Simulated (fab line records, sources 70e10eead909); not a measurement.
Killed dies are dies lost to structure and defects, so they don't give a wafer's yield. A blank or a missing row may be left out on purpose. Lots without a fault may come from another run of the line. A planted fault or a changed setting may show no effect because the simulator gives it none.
fab line records | flow nand_harc
record lots=12 wafers=36 last_day=33
route steps=1302 shown A_WL_FILL@968 A_CONTACT@994 END@1302
lots that met no fault: from a run of the same line without faults
start_h: hours from the record's first day to the start of the lot's first wafer shown | wait_h: hours since the lot's step before | " the same as in the row above | L1.1+2: a row that stands for several wafers | - no value, or no start given | * or withheld: withheld | < > ~ a bound
route shown NAME@n: a module of which the file shows steps, and the number in the route of the first | usual: mean/standard deviation of fault-free wafers | same: alike in all rows | chamber/n: place in a boat | sites: the reading at each site | _std_site: their standard deviation | _edge_site: outer sites' mean less inner sites' | radius_mm: how far each site lies from the wafer's centre | mask NAME#n: copy n | behind: the tool/chamber that last shaped the wafer | hold: why the lot was held/for how many hours/how that ended | device: the transistor (n, p or np) that didn't switch | end of line: the same wafers' tests at the end of the route | a step without rows: its recipe alone | killed: dies lost to structure and defects at the first sort, not the wafer's yield | map: a wafer's dies, x killed, . not, _ none there
set.NAME: the setting as run; set.NAME@STEP: as run at that earlier step | model.NAME: the simulator's own value behind a step, which no gauge read
steps of the route over a sample of lots; a table a step, a row a wafer
services: from which hour (start_h, from the record's first day; less than 0 if before it) a tool's chamber was out of use, for how many hours, and why
## steps
# step NHARC_A_WL_FILL_ETCHBACK_17
# recipe target_depth_a=40 time_s=26.7 chemistry=Cl2/BCl3
# usual drypump_motor_current_A=5.8/0.51 oes_product_au=0.999/0.0077
# same time_s=26.7
# columns lot.wafer tool chamber start_h wait_h drypump_motor_current_A oes_product_au rf_hours_counter_h
L146.1 rie_metal-01 0 495.56 - 5.9 0.997 1.0
L146.4 " 0 " " 5.9 0.998 -
L146.3 " 1 " " 4.8 1.001 -
L148.2 rie_metal-03 1 495.57 - 5.8 0.997 2.9
L148.1 " 0 " " 6.3 0.998 2.3
L148.6 " 1 " " 5.9 1.000 -
L150.3 rie_metal-03 1 543.44 0.1 5.9 1.005 -
L150.5 " 0 " " 6.3 1.008 -
L150.6 " 1 " " 5.9 1.007 -
L151.1 rie_metal-01 0 545.00 - 5.9 1.003 1.9
L151.4 " 0 " " 5.9 0.998 -
L151.5 " 1 " " 4.8 0.976 -
L152.4 rie_metal-01 0 554.57 - 5.9 1.000 -
L152.3 " 1 " " 4.8 0.994 -
L152.5 " 0 " " 5.9 1.000 -
L157.2 rie_metal-02 1 594.71 - 6.4 1.003 3.0
L157.4 " 1 " " 6.4 1.001 -
L157.5 " 1 " " 6.4 0.997 -
L155.3 rie_metal-03 1 594.76 - 5.9 0.990 -
L155.4 " 0 " " 6.3 0.996 -
L155.6 " 1 " " 5.9 0.994 -
L158.2 rie_metal-01 1 612.48 - 4.8 0.996 0.5
L158.6 " 1 " " 4.8 1.008 -
L158.5 " 0 " " 5.9 1.010 -
L162.2 rie_metal-02 0 624.82 - 5.7 0.990 3.5
L162.3 " 1 " " 6.4 1.005 -
L162.5 " 0 " " 5.7 0.994 -
L165.2 rie_metal-03 1 687.63 - 5.9 0.990 3.1
L165.4 " 1 " " 5.9 1.003 -
L165.6 " 1 " " 5.9 0.999 -
L167.2 rie_metal-02 0 687.67 - 5.7 1.001 0.6
L167.3 " 1 " " 6.4 1.005 -
L167.5 " 1 " " 6.4 1.009 -
L168.2 rie_metal-01 0 697.75 - 5.9 1.006 2.4
L168.3 " 1 " " 4.8 0.999 -
L168.5 " 1 " " 4.8 0.998 -
# step NHARC_A_WL_FILL_CMP_12
# recipe t_overpolish_s=30 target_thk_nm=100
# usual motor_current_A=12.1/1.2 overpolish_run_s=30.000/0.01 retaining_ring_pressure_frac=1.000/0.005 slurry_filter_dp_kPa=13.49/0.14 time_to_endpoint_s=18.9/2.5
# same t_overpolish_s=30
# columns lot.wafer tool chamber start_h wait_h motor_current_A overpolish_run_s retaining_ring_pressure_frac slurry_filter_dp_kPa time_to_endpoint_s
L146.1 cmp-04 0 501.46 0.2 12.7 30.003 0.994 13.73 20.5
L146.3 " 2 " " 12.6 29.983 0.991 13.41 15.3
L146.4 " 3 " " 12.9 29.993 0.995 13.52 16.5
L148.2 cmp-02 1 501.48 0.2 12.5 29.992 1.002 13.25 17.6
L148.1 " 3 " " 12.9 30.010 1.002 13.47 17.6
L148.6 " 0 " " 9.4 29.995 0.994 13.60 17.0
L150.3 cmp-02 0 549.25 0.1 9.1 30.001 1.005 13.76 18.4
L150.6 " 3 " " 12.5 30.008 1.005 13.36 23.1
L150.5 " 0 " " 9.4 30.007 1.005 13.35 19.2
L151.1 cmp-04 1 549.37 0.2 11.1 30.004 0.993 13.34 18.8
L151.4 " 0 " " 12.6 29.985 0.999 13.55 20.1
L151.5 " 2 " " 11.8 29.990 0.993 13.39 18.3
L152.4 cmp-04 0 560.44 0.1 12.6 30.006 0.993 13.58 24.7
L152.3 " 1 " " 11.1 30.009 0.998 13.37 20.9
L152.5 " 3 " " 13.3 30.005 1.002 13.39 23.1
L155.4 cmp-04 1 600.52 0.1 11.5 29.983 1.010 13.32 17.7
L155.3 " 2 " " 11.4 29.988 1.009 13.38 21.8
L155.6 " 2 " " 12.4 29.999 1.002 13.37 20.4
L157.4 cmp-02 2 600.56 0.1 12.3 29.997 1.006 13.75 17.0
L157.2 " 0 " " 9.1 30.007 0.995 13.44 20.7
L157.5 " 1 " " 12.8 30.005 1.001 13.54 17.3
L158.2 cmp-01 2 618.34 0.2 12.7 30.003 0.991 13.35 20.2
L158.5 " 2 " " 12.3 30.008 0.996 13.61 17.3
L158.6 " 3 " " 11.7 30.001 1.001 13.57 14.4
L162.2 cmp-01 0 630.63 0.2 13.3 29.994 1.001 13.38 15.4
L162.3 " 1 " " 13.5 30.021 0.998 13.24 19.8
L162.5 " 0 " " 12.3 30.019 0.998 13.60 14.8
L167.3 cmp-04 2 693.44 0.1 12.5 30.001 1.004 13.58 21.0
L167.2 " 0 " " 12.5 30.006 1.003 13.74 26.2
L167.5 " 2 " " 12.3 29.992 0.998 13.39 22.7
L165.4 cmp-01 3 693.44 0.1 12.6 30.001 1.001 13.42 17.2
L165.2 " 1 " " 13.7 29.977 1.001 13.44 20.2
L165.6 " 3 " " 11.9 29.997 0.999 13.51 20.2
L168.2 cmp-02 0 703.47 0.1 8.9 29.996 0.998 13.57 20.9
L168.3 " 3 " " 12.6 30.006 1.005 13.37 18.3
L168.5 " 0 " " 9.1 30.011 0.993 13.42 18.4
# step NHARC_A_CONTACT_EXPOSE_39
# recipe na=1.35 sigma_outer=0.8 dose_mj=58.79 mask_id=A_CC_3
# usual exposure_dose_mJ_cm2=58.76/0.056 reticle_temp_C=22.95/0.1
# same na=1.35
# columns lot.wafer tool chamber start_h wait_h mask exposure_dose_mJ_cm2 reticle_temp_C
L146.1 arfi_scanner-02 0 507.63 - A_CC_3#0 58.72 22.93
L146.3 " 0 " " A_CC_3#0 58.78 22.96
L146.4 " 0 " " A_CC_3#0 58.82 22.96
L148.1 arfi_scanner-01 0 509.03 - A_CC_3#0 58.76 22.92
L148.2 " 0 " " A_CC_3#0 58.76 22.83
L148.6 " 0 " " A_CC_3#0 58.78 22.95
L150.3 arfi_scanner-03 0 555.18 - A_CC_3#0 58.74 22.99
L150.5 " 0 " " A_CC_3#0 58.69 22.89
L150.6 " 0 " " A_CC_3#0 58.83 22.94
L151.1 arfi_scanner-02 0 555.58 - A_CC_3#0 58.68 22.92
L151.4 " 0 " " A_CC_3#0 58.80 22.75
L151.5 " 0 " " A_CC_3#0 58.67 22.92
L152.3 arfi_scanner-02 0 569.34 - A_CC_3#0 58.67 22.94
L152.4 " 0 " " A_CC_3#0 58.73 23.06
L152.5 " 0 " " A_CC_3#0 58.58 22.88
L155.3 arfi_scanner-01 0 606.49 - A_CC_3#0 58.76 22.88
L155.4 " 0 " " A_CC_3#0 58.67 23.04
L155.6 " 0 " " A_CC_3#0 58.78 23.02
L157.2 arfi_scanner-02 0 606.64 - A_CC_3#0 58.71 23.04
L157.4 " 0 " " A_CC_3#0 58.77 23.08
L157.5 " 0 " " A_CC_3#0 58.78 22.88
L158.2 arfi_scanner-02 0 626.92 - A_CC_3#0 58.73 22.91
L158.5 " 0 " " A_CC_3#0 58.71 22.96
L158.6 " 0 " " A_CC_3#0 58.76 22.99
L162.2 arfi_scanner-02 0 636.78 - A_CC_3#0 61.34 23.06
L162.3 " 0 " " A_CC_3#0 61.37 23.02
L162.5 " 0 " " A_CC_3#0 61.31 23.20
L165.2 arfi_scanner-02 0 699.55 - A_CC_3#0 60.88 22.88
L165.4 " 0 " " A_CC_3#0 60.96 23.01
L165.6 " 0 " " A_CC_3#0 60.95 22.99
L167.2 arfi_scanner-01 0 700.86 - A_CC_3#0 58.68 23.13
L167.3 " 0 " " A_CC_3#0 58.82 23.01
L167.5 " 0 " " A_CC_3#0 58.75 23.03
L168.2 arfi_scanner-03 0 709.35 - A_CC_3#0 58.68 23.06
L168.3 " 0 " " A_CC_3#0 58.74 23.14
L168.5 " 0 " " A_CC_3#0 58.77 22.98
# step NHARC_A_CONTACT_CD_MEAS_42
# recipe target_cd_nm=300 landing_energy_ev=500
# usual cd_nm=300.2/0.45
# columns lot.wafer tool chamber start_h wait_h cd_nm
L146.1 cd_sem-01 0 507.77 - 300.8
L146.3 " 0 " " 300.9
L146.4 " 0 " " 300.0
L148.1 cd_sem-03 0 509.17 - 300.6
L148.2 " 0 " " 300.1
L148.6 " 0 " " 300.1
L150.3 cd_sem-01 0 555.31 - 300.7
L150.5 " 0 " " 300.9
L150.6 " 0 " " 300.3
L151.1 cd_sem-03 0 555.73 - 300.2
L151.4 " 0 " " 299.8
L151.5 " 0 " " 300.4
L152.3 cd_sem-03 0 569.48 - 300.0
L152.4 " 0 " " 300.3
L152.5 " 0 " " 299.6
L155.3 cd_sem-02 0 606.62 - 300.7
L155.4 " 0 " " 299.3
L155.6 " 0 " " 300.5
L157.2 cd_sem-02 0 606.78 - 299.4
L157.4 " 0 " " 299.3
L157.5 " 0 " " 300.2
L158.2 cd_sem-01 0 627.06 - 300.5
L158.5 " 0 " " 300.4
L158.6 " 0 " " 300.0
L162.2 cd_sem-02 0 636.92 - 302.3
L162.3 " 0 " " 302.2
L162.5 " 0 " " 301.9
L165.2 cd_sem-01 0 699.69 - 302.1
L165.4 " 0 " " 302.5
L165.6 " 0 " " 302.4
L167.2 cd_sem-02 0 700.99 - 299.7
L167.3 " 0 " " 299.6
L167.5 " 0 " " 299.7
L168.2 cd_sem-02 0 709.49 - 300.3
L168.3 " 0 " " 300.7
L168.5 " 0 " " 300.9
# step NHARC_A_CONTACT_OVL_MEAS_43
# usual overlay_x_nm=0.3/0.7 overlay_y_nm=0.2/0.95
# columns lot.wafer tool chamber start_h wait_h overlay_x_nm overlay_y_nm
L146.1 overlay-01 - 507.86 - 0.4 0.9
L146.3 " - " " 0.7 0.6
L146.4 " - " " 0.6 1.5
L148.1 overlay-02 - 509.26 - 0.8 -1.0
L148.2 " - " " 0.8 -0.9
L148.6 " - " " 0.7 -0.8
L150.3 overlay-01 - 555.40 - 0.0 -1.0
L150.5 " - " " 0.3 -0.6
L150.6 " - " " 0.2 -1.3
L151.1 overlay-01 - 555.82 - -0.6 0.9
L151.4 " - " " -0.5 1.3
L151.5 " - " " -0.5 0.3
L152.3 overlay-01 - 569.56 - 0.4 0.0
L152.4 " - " " -0.5 0.9
L152.5 " - " " 0.1 0.8
L155.3 overlay-01 - 606.71 - -0.5 1.1
L155.4 " - " " -0.3 1.3
L155.6 " - " " -0.7 1.4
L157.2 overlay-02 - 606.87 - 0.6 1.3
L157.4 " - " " 0.9 1.2
L157.5 " - " " 0.4 0.4
L158.2 overlay-02 - 627.15 - 0.8 -0.1
L158.5 " - " " 0.4 -0.3
L158.6 " - " " 0.3 0.2
L162.2 overlay-01 - 637.00 - 0.4 1.3
L162.3 " - " " 0.0 1.2
L162.5 " - " " 0.4 1.6
L165.2 overlay-01 - 699.77 - -0.4 0.7
L165.4 " - " " -0.4 0.5
L165.6 " - " " -0.2 0.5
L167.2 overlay-01 - 701.08 - -1.1 0.2
L167.3 " - " " -0.6 1.3
L167.5 " - " " -1.0 0.9
L168.2 overlay-02 - 709.58 - 1.1 0.2
L168.3 " - " " 0.6 0.0
L168.5 " - " " 0.7 -0.1
# step NHARC_END_SORT_01
# recipe temp_c=25
# usual killed_at_array=51/17 killed_at_other=1.6/2.1 killed_at_periphery=4/3.2 killed_dies=57/18 killed_open=2.9/1.7 killed_short=2.3/1.3
# same gross_dies=677
# columns lot.wafer tool chamber start_h wait_h killed_at_array killed_at_other killed_at_periphery killed_dies killed_open killed_short
L146.1 prober-02 0 575.09 2.5 30 2 6 38 4 2
L146.3 prober-02 0 576.69 3.1 32 1 2 35 4 2
L146.4 prober-02 0 577.50 3.4 37 4 3 44 1 3
L148.1 prober-01 0 583.50 2.5 43 1 6 50 6 1
L148.2 prober-01 0 584.29 2.8 48 5 3 56 3 0
L148.6 prober-01 0 587.47 4.0 44 7 3 54 3 2
L151.1 prober-02 0 627.19 2.5 36 1 5 42 7 4
L151.4 prober-02 0 629.61 3.4 28 2 0 30 1 5
L151.5 prober-02 0 630.42 3.7 31 2 2 35 3 4
L150.3 prober-01 0 628.78 3.1 67 0 4 71 1 2
L150.5 prober-01 0 630.36 3.7 70 0 3 73 3 5
L150.6 prober-01 0 631.15 4.0 96 1 5 102 7 2
L152.3 prober-02 0 639.92 3.1 47 0 5 52 2 4
L152.4 prober-02 0 640.73 3.4 41 2 1 44 2 2
L152.5 prober-02 0 641.54 3.7 43 0 2 45 3 0
L157.2 prober-02 0 684.34 2.8 61 1 3 65 6 3
L157.4 prober-02 0 685.92 3.4 59 2 2 63 3 2
L157.5 prober-02 0 686.71 3.7 75 3 3 81 4 1
L155.3 prober-01 0 685.22 3.1 18 2 5 25 0 3
L155.4 prober-01 0 686.02 3.4 25 0 4 29 1 1
L155.6 prober-01 0 687.64 4.0 23 2 5 30 5 3
L158.2 prober-02 0 698.39 2.8 71 0 12 83 3 0
L158.5 prober-02 0 700.84 3.8 67 0 10 77 1 1
L158.6 prober-02 0 701.65 4.1 77 0 10 87 1 2
L162.2 prober-02 0 706.74 2.8 54 0 0 54 3 2
L162.3 prober-02 0 707.54 3.1 49 0 3 52 4 1
L162.5 prober-02 0 709.14 3.7 39 0 1 40 3 1
L167.2 prober-01 0 773.27 2.8 44 0 4 48 3 3
L167.3 prober-01 0 774.06 3.1 35 1 3 39 2 2
L167.5 prober-01 0 775.65 3.7 31 0 3 34 1 1
L165.2 prober-02 0 773.33 2.8 53 10 2 65 6 4
L165.4 prober-02 0 774.93 3.4 53 2 1 56 4 1
L165.6 prober-02 0 776.53 4.0 42 8 2 52 4 1
L168.2 prober-01 0 780.99 2.8 36 2 5 43 1 3
L168.3 prober-01 0 781.81 3.1 57 2 5 64 3 2
L168.5 prober-01 0 783.43 3.7 61 1 2 64 1 2
# killed by level:class
L146.1 A_SLIT:chamber_film_flake=19 A_CHANNEL_HOLE_D2:chamber_film_flake=7 P_ZERO_WELL:chamber_film_flake=2 P_STI:geometric_particle:open=1 P_CONTACT:geometric_particle:open=1 P_M1:geometric_particle:open=1 A_ONON_D2:geometric_particle:short=1 A_WL_FILL:geometric_particle:open=1
L146.3 A_SLIT:chamber_film_flake=17 A_CHANNEL_HOLE_D2:chamber_film_flake=5 A_ONON_D1:geometric_particle:short=2 A_CONTACT:geometric_particle:open=2 A_CONTACT:chamber_film_flake=2 A_CHANNEL_FILL_D1:geometric_particle:open=1 A_CHANNEL_FILL_D2:geometric_particle:open=1 P_ZERO_WELL:chamber_film_flake=1
L146.4 A_SLIT:chamber_film_flake=24 THIN_TSV:chamber_film_flake=4 A_CHANNEL_HOLE_D2:chamber_film_flake=3 A_DECK1_JOINT:chamber_film_flake=2 A_CHANNEL_HOLE_D1:geometric_particle:short=1 A_CHANNEL_FILL_D1:geometric_particle:short=1 A_CHANNEL_FILL_D2:geometric_particle:short=1 A_M1:geometric_particle:open=1
L148.1 A_CHANNEL_HOLE_D2:chamber_film_flake=28 A_CHANNEL_HOLE_D1:chamber_film_flake=3 A_CONTACT:chamber_film_flake=3 P_ZERO_WELL:chamber_film_flake=2 A_STAIRCASE:chamber_film_flake=2 A_BONDPAD:chamber_film_flake=2 P_CONTACT:geometric_particle:open=1 P_M0:geometric_particle:open=1
L148.2 A_CHANNEL_HOLE_D2:chamber_film_flake=35 THIN_TSV:chamber_film_flake=5 A_WL_FILL:chamber_film_flake=5 A_CHANNEL_HOLE_D1:chamber_film_flake=4 P_GATE:chamber_film_flake=2 P_GATE:geometric_particle:open=1 A_CHANNEL_FILL_D1:geometric_particle:open=1 A_STAIRCASE:geometric_particle:open=1
L148.6 A_CHANNEL_HOLE_D2:chamber_film_flake=31 THIN_TSV:chamber_film_flake=7 A_DECK1_JOINT:chamber_film_flake=2 A_WL_FILL:chamber_film_flake=2 A_DECK1_JOINT:geometric_particle:open=1 A_DECK1_JOINT:geometric_particle:short=1 A_WL_FILL:geometric_particle:open=1 A_WL_FILL:geometric_particle:short=1
L151.1 A_STAIRCASE:chamber_film_flake=8 A_CHANNEL_HOLE_D2:chamber_film_flake=7 P_ZERO_WELL:chamber_film_flake=5 A_WL_FILL:chamber_film_flake=5 A_ONON_D1:geometric_particle:open=2 A_CHANNEL_HOLE_D1:chamber_film_flake=2 A_CONTACT:chamber_film_flake=2 A_DECK1_JOINT:geometric_particle:open=1
L150.3 A_SLIT:chamber_film_flake=24 A_CHANNEL_HOLE_D2:chamber_film_flake=18 A_CHANNEL_HOLE_D1:chamber_film_flake=18 P_GATE:chamber_film_flake=3 A_CONTACT:chamber_film_flake=2 A_CHANNEL_FILL_D2:geometric_particle:short=1 A_WL_FILL:geometric_particle:short=1 A_CONTACT:geometric_particle:open=1
L151.4 A_CHANNEL_HOLE_D2:chamber_film_flake=10 A_WL_FILL:chamber_film_flake=5 A_CONTACT:chamber_film_flake=3 A_CHANNEL_HOLE_D1:chamber_film_flake=2 A_STAIRCASE:chamber_film_flake=2 A_ONON_D1:geometric_particle:short=1 A_ONON_D2:geometric_particle:short=1 A_SGD_CUT:geometric_particle:short=1
L150.5 A_SLIT:chamber_film_flake=22 A_CHANNEL_HOLE_D1:chamber_film_flake=17 A_CHANNEL_HOLE_D2:chamber_film_flake=15 A_CONTACT:chamber_film_flake=7 A_ONON_D1:geometric_particle:short=2 A_ZERO_WELL:chamber_film_flake=2 P_STI:geometric_particle:short=1 P_GATE:geometric_particle:open=1
L151.5 A_CHANNEL_HOLE_D2:chamber_film_flake=8 A_WL_FILL:chamber_film_flake=8 A_STAIRCASE:chamber_film_flake=6 A_CHANNEL_HOLE_D1:chamber_film_flake=3 P_CONTACT:geometric_particle:short=2 THIN_TSV:chamber_film_flake=2 A_CHANNEL_FILL_D1:geometric_particle:short=1 A_WL_FILL:geometric_particle:short=1
L150.6 A_CHANNEL_HOLE_D1:chamber_film_flake=33 A_CHANNEL_HOLE_D2:chamber_film_flake=31 A_SLIT:chamber_film_flake=15 A_STAIRCASE:chamber_film_flake=4 A_ONON_D2:geometric_particle:open=2 A_ZERO_WELL:chamber_film_flake=2 A_CONTACT:chamber_film_flake=2 P_GATE:geometric_particle:open=1
L152.3 A_CHANNEL_HOLE_D2:chamber_film_flake=28 A_STAIRCASE:chamber_film_flake=4 A_CHANNEL_HOLE_D1:chamber_film_flake=3 P_CONTACT:chamber_film_flake=2 P_BONDPAD:chamber_film_flake=2 A_CHANNEL_FILL_D1:chamber_film_flake=2 A_DECK1_JOINT:chamber_film_flake=2 P_CONTACT:geometric_particle:open=1
L152.4 A_CHANNEL_HOLE_D2:chamber_film_flake=29 A_CHANNEL_HOLE_D1:chamber_film_flake=3 A_CHANNEL_FILL_D1:chamber_film_flake=2 A_STAIRCASE:chamber_film_flake=2 THIN_TSV:chamber_film_flake=2 A_DECK1_JOINT:geometric_particle:open=1 A_DECK1_JOINT:geometric_particle:short=1 A_WL_FILL:geometric_particle:short=1
L152.5 A_CHANNEL_HOLE_D2:chamber_film_flake=28 A_STAIRCASE:chamber_film_flake=4 A_CHANNEL_HOLE_D1:chamber_film_flake=3 A_CONTACT:chamber_film_flake=3 P_CONTACT:geometric_particle:open=1 A_ONON_D1:geometric_particle:open=1 A_CHANNEL_HOLE_D1:geometric_particle:open=1 P_BONDPAD:chamber_film_flake=1
L157.2 A_CHANNEL_HOLE_D1:chamber_film_flake=20 A_SLIT:chamber_film_flake=19 A_STAIRCASE:chamber_film_flake=10 A_CONTACT:chamber_film_flake=3 A_ONON_D1:geometric_particle:open=2 P_CONTACT:geometric_particle:open=1 P_M0:geometric_particle:open=1 A_DECK1_JOINT:geometric_particle:short=1
L155.3 A_CONTACT:chamber_film_flake=8 P_M2:chamber_film_flake=4 A_CHANNEL_HOLE_D1:chamber_film_flake=4 THIN_TSV:chamber_film_flake=2 P_GATE:geometric_particle:short=1 A_CHANNEL_FILL_D2:geometric_particle:short=1 A_M0:geometric_particle:short=1 A_ZERO_WELL:chamber_film_flake=1
L157.4 A_CHANNEL_HOLE_D1:chamber_film_flake=22 A_SLIT:chamber_film_flake=18 A_CONTACT:chamber_film_flake=6 A_STAIRCASE:chamber_film_flake=5 A_ONON_D2:geometric_particle:short=2 A_WL_FILL:chamber_film_flake=2 THIN_TSV:chamber_film_flake=2 P_M0:geometric_particle:open=1
L155.4 A_CONTACT:chamber_film_flake=10 A_CHANNEL_HOLE_D1:chamber_film_flake=5 A_STAIRCASE:chamber_film_flake=4 P_M2:chamber_film_flake=3 A_WL_FILL:geometric_particle:open=1 A_CONTACT:geometric_particle:short=1 P_M1:chamber_film_flake=1 A_ZERO_WELL:chamber_film_flake=1
L157.5 A_CHANNEL_HOLE_D1:chamber_film_flake=30 A_SLIT:chamber_film_flake=23 A_STAIRCASE:chamber_film_flake=7 A_WL_FILL:chamber_film_flake=6 A_CONTACT:chamber_film_flake=3 THIN_TSV:chamber_film_flake=3 A_DECK1_JOINT:chamber_film_flake=2 P_GATE:geometric_particle:open=1
L155.6 A_CHANNEL_HOLE_D1:chamber_film_flake=7 A_CONTACT:chamber_film_flake=5 P_M2:chamber_film_flake=3 A_ZERO_WELL:chamber_film_flake=2 A_STAIRCASE:chamber_film_flake=2 THIN_TSV:chamber_film_flake=2 P_GATE:geometric_particle:open=1 A_ONON_D1:geometric_particle:short=1
L158.2 A_CHANNEL_HOLE_D1:chamber_film_flake=24 A_SLIT:chamber_film_flake=19 A_CONTACT:chamber_film_flake=11 P_M0:chamber_film_flake=8 A_WL_FILL:chamber_film_flake=4 A_CHANNEL_HOLE_D2:chamber_film_flake=3 A_M0:chamber_film_flake=3 P_STI:chamber_film_flake=2
L158.5 A_CHANNEL_HOLE_D1:chamber_film_flake=27 A_SLIT:chamber_film_flake=18 A_CHANNEL_HOLE_D2:chamber_film_flake=13 A_CONTACT:chamber_film_flake=6 P_M0:chamber_film_flake=5 P_STI:chamber_film_flake=2 P_GATE:chamber_film_flake=2 A_WL_FILL:geometric_particle:short=1
L158.6 A_CHANNEL_HOLE_D1:chamber_film_flake=29 A_SLIT:chamber_film_flake=21 A_CHANNEL_HOLE_D2:chamber_film_flake=12 A_CONTACT:chamber_film_flake=10 P_M0:chamber_film_flake=4 A_WL_FILL:chamber_film_flake=3 P_ZERO_WELL:chamber_film_flake=2 P_CONTACT:geometric_particle:short=1
L162.2 A_SLIT:chamber_film_flake=25 A_CHANNEL_HOLE_D2:chamber_film_flake=17 A_CHANNEL_HOLE_D1:chamber_film_flake=4 A_CONTACT:chamber_film_flake=2 A_SOURCE_PLATE:geometric_particle:open=1 A_ONON_D1:geometric_particle:short=1 A_CHANNEL_FILL_D1:geometric_particle:open=1 A_CHANNEL_FILL_D2:geometric_particle:short=1
L162.3 A_SLIT:chamber_film_flake=19 A_CHANNEL_HOLE_D2:chamber_film_flake=9 A_CHANNEL_HOLE_D1:chamber_film_flake=8 A_CHANNEL_FILL_D1:chamber_film_flake=3 A_CONTACT:chamber_film_flake=3 P_GATE:chamber_film_flake=2 A_STAIRCASE:chamber_film_flake=2 P_GATE:geometric_particle:open=1
L162.5 A_SLIT:chamber_film_flake=24 A_CHANNEL_HOLE_D2:chamber_film_flake=5 A_CHANNEL_FILL_D1:chamber_film_flake=5 P_M0:geometric_particle:open=1 A_ONON_D1:geometric_particle:short=1 A_CHANNEL_FILL_D1:geometric_particle:open=1 A_BLC:geometric_particle:open=1 A_CHANNEL_HOLE_D1:chamber_film_flake=1
L167.2 A_CHANNEL_HOLE_D1:chamber_film_flake=19 A_SLIT:chamber_film_flake=8 A_CHANNEL_FILL_D2:chamber_film_flake=5 P_STI:chamber_film_flake=3 A_DECK1_JOINT:geometric_particle:short=2 A_STAIRCASE:chamber_film_flake=2 A_CONTACT:chamber_film_flake=2 P_CONTACT:geometric_particle:short=1
L165.2 A_CHANNEL_HOLE_D2:chamber_film_flake=17 A_SLIT:chamber_film_flake=12 A_CHANNEL_HOLE_D1:chamber_film_flake=11 THIN_TSV:chamber_film_flake=9 A_CONTACT:chamber_film_flake=3 A_STAIRCASE:chamber_film_flake=2 P_CONTACT:geometric_particle:open=1 P_M0:geometric_particle:open=1
L167.3 A_CHANNEL_HOLE_D1:chamber_film_flake=15 A_SLIT:chamber_film_flake=6 A_CHANNEL_HOLE_D2:chamber_film_flake=2 A_CHANNEL_FILL_D2:chamber_film_flake=2 A_STAIRCASE:chamber_film_flake=2 A_CONTACT:chamber_film_flake=2 A_M1:chamber_film_flake=2 P_CONTACT:geometric_particle:short=1
L165.4 A_SLIT:chamber_film_flake=19 A_CHANNEL_HOLE_D2:chamber_film_flake=12 A_CONTACT:chamber_film_flake=9 A_CHANNEL_HOLE_D1:chamber_film_flake=7 THIN_TSV:chamber_film_flake=2 P_M0:geometric_particle:open=1 A_CHANNEL_FILL_D2:geometric_particle:short=1 A_WL_FILL:geometric_particle:open=1
L167.5 A_CHANNEL_HOLE_D1:chamber_film_flake=14 A_SLIT:chamber_film_flake=6 A_STAIRCASE:chamber_film_flake=3 P_STI:chamber_film_flake=2 A_M1:chamber_film_flake=2 A_ONON_D2:geometric_particle:short=1 A_BLC:geometric_particle:open=1 P_ZERO_WELL:chamber_film_flake=1
L165.6 A_SLIT:chamber_film_flake=15 A_CHANNEL_HOLE_D2:chamber_film_flake=8 A_CONTACT:chamber_film_flake=8 THIN_TSV:chamber_film_flake=8 A_CHANNEL_HOLE_D1:chamber_film_flake=6 P_M0:geometric_particle:open=1 P_M2:geometric_particle:open=1 A_DECK1_JOINT:geometric_particle:open=1
L168.2 A_SLIT:chamber_film_flake=18 A_CHANNEL_HOLE_D2:chamber_film_flake=9 A_CONTACT:chamber_film_flake=3 P_ZERO_WELL:chamber_film_flake=2 A_ZERO_WELL:chamber_film_flake=2 THIN_TSV:chamber_film_flake=2 P_CONTACT:geometric_particle:short=1 A_SOURCE_PLATE:geometric_particle:short=1
L168.3 A_SLIT:chamber_film_flake=26 A_CHANNEL_HOLE_D2:chamber_film_flake=18 A_ZERO_WELL:chamber_film_flake=4 A_CONTACT:chamber_film_flake=3 P_STI:chamber_film_flake=2 THIN_TSV:chamber_film_flake=2 P_STI:geometric_particle:open=1 A_CHANNEL_FILL_D1:geometric_particle:short=1
L168.5 A_SLIT:chamber_film_flake=28 A_CHANNEL_HOLE_D2:chamber_film_flake=22 A_CONTACT:chamber_film_flake=5 A_CHANNEL_HOLE_D1:chamber_film_flake=2 A_CHANNEL_FILL_D1:geometric_particle:open=1 A_CHANNEL_FILL_D1:geometric_particle:short=1 A_ONON_D2:geometric_particle:short=1 P_STI:chamber_film_flake=1
## services
# columns tool chamber start_h hours kind
cmp-02 - 481.09 1.1 repair
arfi_scanner-02 - 484.00 4.0 pm
cmp-01 - 486.13 4.0 pm
cmp-02 - 493.86 0.8 repair
cmp-02 - 494.81 1.1 repair
cmp-04 - 503.00 4.0 pm
rie_metal-03 - 519.00 9.0 pm
cmp-02 - 526.50 4.0 pm
arfi_scanner-01 - 529.05 4.4 repair
cmp-04 - 573.13 3.6 repair
rie_metal-01 - 575.10 9.0 pm
rie_metal-03 - 588.10 0.7 repair
arfi_scanner-02 - 600.21 5.4 repair
cmp-04 - 601.00 4.0 pm
rie_metal-01 0 606.77 1.5 repair
cmp-02 - 624.50 4.0 pm
cmp-04 - 641.50 5.7 repair
arfi_scanner-02 - 649.88 1.1 repair
arfi_scanner-02 - 656.00 4.0 pm
cmp-04 - 661.62 1.5 repair
cmp-04 - 685.58 1.5 repair
cmp-02 - 689.92 1.0 repair
rie_metal-03 - 696.00 9.0 pm
cmp-04 - 699.05 4.0 pm
## key
first_sign step=NHARC_A_CONTACT_EXPOSE_39 reading=exposure_dose_mJ_cm2 direction=up sigmas=42 usual=58.76 struck=61.14
effect step=NHARC_A_CONTACT_CD_MEAS_42 reading=cd_nm direction=up sigmas=4.6 usual=300.2 struck=302.2 through=control_loop
met_at NHARC_A_CONTACT_EXPOSE_39
struck_lots L162,L165
tester_left_out L162,L165
loop_trim step=NHARC_A_CONTACT_EXPOSE_39 setting=dose lots=L165
not_acting_at NHARC_A_WL_FILL_ETCHBACK_17,NHARC_A_WL_FILL_CMP_12,NHARC_A_CONTACT_OVL_MEAS_43
onset_between 626.92 636.78
fault kind=process_parameter_drift tool=arfi_scanner-02 chamber=- onset_h=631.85 steps=NHARC_A_CONTACT_EXPOSE_39 channel=dose_mj offset=2.6159 shape=step acts_in=these_recipes_only stated=58.79
# tester_left_out: of these lots the tester's yield and bins aren't shown, on N5 and GAA mostly nor the transistor test; their killed dies are dies lost to structure and defects alone, not to doping, threshold or leakage, so they don't give the yield
# loop_trim: a control loop set the setting to another value than it would have without faults
